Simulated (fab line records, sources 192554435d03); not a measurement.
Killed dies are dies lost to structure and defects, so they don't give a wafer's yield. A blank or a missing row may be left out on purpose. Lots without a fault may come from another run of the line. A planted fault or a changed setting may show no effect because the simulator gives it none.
A struck lot beside a sound one | flow n5_finfet | 15 steps out of a route of 1938
Sound: wafers L818.1, L818.2, L818.5. Struck: wafer L828.5. (L828.3, L828.6 of the same lot were not struck and are left out.) The cause comes at the end.
At each step with rows: each side's tool, then ch and its chambers, then its first start. Under that, the readings that differ: sound wafers | struck wafers | difference of the means | sigmas: that difference in standard deviations of wafers without a fault.
alike: readings whose means differ by less than 2 such deviations, and words and numbers that are the same on both sides. not compared: withheld readings, readings that some wafer has no value for, bounds like >300 that may hide the same value, and numbers for which the record gives no deviation and whose values overlap.
The two part at a step that has a row with sigmas, a row that says differs or no value, or rows on one side only. Numbers that don't overlap but have no deviation are shown without sigmas and don't part them. A reading that every wafer of one side lacks parts them only if that side has two wafers or more.

first, 3 steps without rows for these wafers: N5_BEOL_M7_EXPOSE_25 (exposes mask V6, target cd 40 nm); N5_BEOL_M7_PEB_26 (peb time 60 s); N5_BEOL_M7_DEVELOP_27 (develop time 30 s).
N5_BEOL_M7_CD_MEAS_28: target cd 40 nm.
  sound on cd_sem-03 ch 0, day 10 14:54; struck on cd_sem-02 ch 0, day 13 18:14
  alike: cd_nm
N5_BEOL_M7_OVL_MEAS_29:
  sound on overlay-02 ch 0, day 10 14:56; struck on overlay-01 ch 0, day 13 18:17
  alike: V6_OVL
N5_BEOL_M7_INSPECT_30: inspects for defects (brightfield).
  sound on defect_inspect-02, day 10 14:59; struck on defect_inspect-01, day 13 18:20
  alike: raw_defect_count
N5_BEOL_M7_DESCUM_33: chemistry O2, time 7 s.
  sound on rie_diel-04 ch 0,2, day 10 15:01; struck on rie_diel-04 ch 2, day 13 18:22
  alike: drypump_motor_current_A, oes_product_au, rf_vpp_V, showerhead_plenum_p_Torr, throttle_valve_pct
  not compared: rf_hours_counter_h
N5_BEOL_M7_ETCH_72: etches underlayer in N2/H2, target depth 6.5 nm, time 5.2 s.
  sound on rie_diel-04 ch 0,2, day 10 15:04; struck on rie_diel-04 ch 2, day 13 18:24
  alike: drypump_motor_current_A, etch_rf_on_time_s, oes_product_au, rf_fwd_power_W, rf_vpp_V, showerhead_plenum_p_Torr, throttle_valve_pct
  not compared: rf_hours_counter_h
N5_BEOL_M7_ETCH_65: etches SiARC in CF4, target depth 15.6 nm, time 26 s.
  sound on rie_diel-04 ch 0,2, day 10 15:05; struck on rie_diel-04 ch 2, day 13 18:25
  alike: drypump_motor_current_A, etch_rf_on_time_s, oes_product_au, rf_fwd_power_W, rf_vpp_V, showerhead_plenum_p_Torr, throttle_valve_pct
  not compared: rf_hours_counter_h
N5_BEOL_M7_ETCH_66: etches SOC in N2/H2, target depth 80 nm, overetch 16 nm, time 120 s.
  sound on rie_diel-04 ch 0,2, day 10 15:06; struck on rie_diel-04 ch 2, day 13 18:26
  alike: drypump_motor_current_A, oes_product_au, rf_fwd_power_W, rf_vpp_V, showerhead_plenum_p_Torr, throttle_valve_pct
  not compared: rf_hours_counter_h
then, 2 steps without rows for these wafers: N5_BEOL_M7_STRIP_69 (strips in N2/H2); N5_BEOL_M7_STRIP_73 (strips in N2/H2).
N5_BEOL_M7_VIA_ETCH_34: etches SiCOH lowk in C4F6/O2, target depth 125.5 nm, time 50.5 s.
  sound on rie_diel-04 ch 0,2, day 10 15:12; struck on rie_diel-04 ch 2, day 13 18:32
  reading                                  | sound             | struck | difference | sigmas
  oes_f_703_au (a.u.)                      | 0.87 0.73 0.73    | 1.10   | +0.32      | +4
  oes_o_777_au (a.u.)                      | 0.87 0.76 0.76    | 1.06   | +0.26      | +3
  rf_fwd_power_W (W)                       | 340.2 342.1 342.2 | 424.3  | +82.8      | +59
  rf_vpp_V (V)                             | 682 688 686       | 613    | -72        | -4
  model.etch.depth_nm (nm)                 | 128.3 125.6 126.9 | 140.8  | +13.9      |
  model.SOC_of_BEOL_M7_COAT_63.thk_nm (nm) | 53.8 53.8 53.6    | 53.4   | -0.3       |
  alike: drypump_motor_current_A, oes_product_au, showerhead_plenum_p_Torr, throttle_valve_pct
  not compared: rf_hours_counter_h
then, 2 steps without rows for these wafers: N5_BEOL_M7_STRIP_76 (strips in C4F6/O2); N5_PASSIVATION_PROBE_49.

WHERE THEY PART
Only at N5_BEOL_M7_VIA_ETCH_34, within this record.

WHY: what the simulator had put in
Process parameter drift: rie_diel-04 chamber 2, from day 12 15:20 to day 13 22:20, at N5_BEOL_M7_VIA_ETCH_34. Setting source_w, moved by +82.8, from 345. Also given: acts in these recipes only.
